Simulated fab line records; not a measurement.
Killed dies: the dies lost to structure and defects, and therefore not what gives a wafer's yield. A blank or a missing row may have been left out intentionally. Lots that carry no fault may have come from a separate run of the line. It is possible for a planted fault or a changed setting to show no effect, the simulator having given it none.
Which tool did it? / flow nand-harc / Sampling: 6 lots, 18 wafers, 5 of 1302 route steps

WHAT THE GAUGES READ, wafer by wafer
NHARC_END_SORT_01.
lot=L782; measured=day 26 13:33; on=prober-01; killed-at-periphery=4 8 4
lot=L788; measured=day 29 18:07; on=prober-01; killed-at-periphery=2 2 5
lot=L795; measured=day 32 09:23; on=prober-01; killed-at-periphery=4 2 4

TOOL THAT RAN EACH LOT (tool first, then ch and the chambers of the sampled wafers, then the start)
lot=L778; NHARC_A_SLIT_ETCH_29=rie-diel-04 ch 1,2,3, day 20 17:22; NHARC_A_WL_FILL_ALD_00=ald-hk-04 ch 0,1,3, day 21 00:41; NHARC_A_WL_FILL_ALD_10=ald-hk-04 ch 1,3, day 21 08:09; NHARC_A_WL_FILL_ETCHBACK_17=rie-metal-02 ch 1, day 21 16:05
lot=L780; NHARC_A_SLIT_ETCH_29=rie-diel-04 ch 0,2,3, day 21 12:50; NHARC_A_WL_FILL_ALD_00=ald-hk-03 ch 0,2, day 21 20:01; NHARC_A_WL_FILL_ALD_10=ald-hk-04 ch 0,1,3, day 22 04:19; NHARC_A_WL_FILL_ETCHBACK_17=rie-metal-01 ch 0,1, day 22 08:07
lot=L782; NHARC_A_SLIT_ETCH_29=rie-diel-12 ch 0,2,3, day 22 07:20; NHARC_A_WL_FILL_ALD_00=ald-hk-04 ch 2,3, day 22 14:30; NHARC_A_WL_FILL_ALD_10=ald-hk-03 ch 2,3, day 22 21:34; NHARC_A_WL_FILL_ETCHBACK_17=rie-metal-01 ch 0,1, day 23 02:25
lot=L788; NHARC_A_SLIT_ETCH_29=rie-diel-12 ch 2,3, day 24 16:37; NHARC_A_WL_FILL_ALD_00=ald-hk-03 ch 0,1,2, day 24 23:54; NHARC_A_WL_FILL_ALD_10=ald-hk-02 ch 2,3, day 25 11:08; NHARC_A_WL_FILL_ETCHBACK_17=rie-metal-03 ch 0,1, day 25 15:59
lot=L795; NHARC_A_SLIT_ETCH_29=rie-diel-04 ch 0,2,3, day 27 23:02; NHARC_A_WL_FILL_ALD_00=ald-hk-02 ch 0,1,2, day 28 06:18; NHARC_A_WL_FILL_ALD_10=ald-hk-04 ch 0,2,3, day 28 14:28; NHARC_A_WL_FILL_ETCHBACK_17=rie-metal-01 ch 0,1, day 28 21:26
lot=L799; NHARC_A_SLIT_ETCH_29=rie-diel-12 ch 0,2, day 29 17:01; NHARC_A_WL_FILL_ALD_00=ald-hk-02 ch 0,2,3, day 30 00:35; NHARC_A_WL_FILL_ALD_10=ald-hk-04 ch 0,2, day 30 09:01; NHARC_A_WL_FILL_ETCHBACK_17=rie-metal-03 ch 0,1, day 30 13:23
- NHARC_A_SLIT_ETCH_29: etches the open film in CF4/O2, target depth 100 nm, overetch 10 nm, time 55 s.
- NHARC_A_WL_FILL_ALD_00: deposits Al2O3, target thk 3 nm, pulse time 3 s, ald cycles 30.
- NHARC_A_WL_FILL_ALD_10: deposits SiO2, target thk 50 nm, pulse time 10 s, ald cycles 500.
- NHARC_A_WL_FILL_ETCHBACK_17: etches the open film in Cl2/BCl3, target depth 4 nm, time 26.7 s.

THE ANSWER, worked out from the rows above alone
Rule: the lots themselves supply what counts as usual. Put in order of their means at a reading, lots are off if they are a third of the lots or fewer, leave a main group of 4 or more, and stand apart from it by a gap of 3 or more times the standard deviation of the main group's means; of several such gaps the widest counts. Not used: any main group whose means are identical at the precision the tables above print for the reading. Also off: a lot with no number at a reading for which 4 or more lots have one. The other lots that the step has rows for count as sound.
No lot is off on any of the readings shown, so nothing can be concluded from this.

WHAT HAD BEEN PUT IN BY THE SIMULATOR
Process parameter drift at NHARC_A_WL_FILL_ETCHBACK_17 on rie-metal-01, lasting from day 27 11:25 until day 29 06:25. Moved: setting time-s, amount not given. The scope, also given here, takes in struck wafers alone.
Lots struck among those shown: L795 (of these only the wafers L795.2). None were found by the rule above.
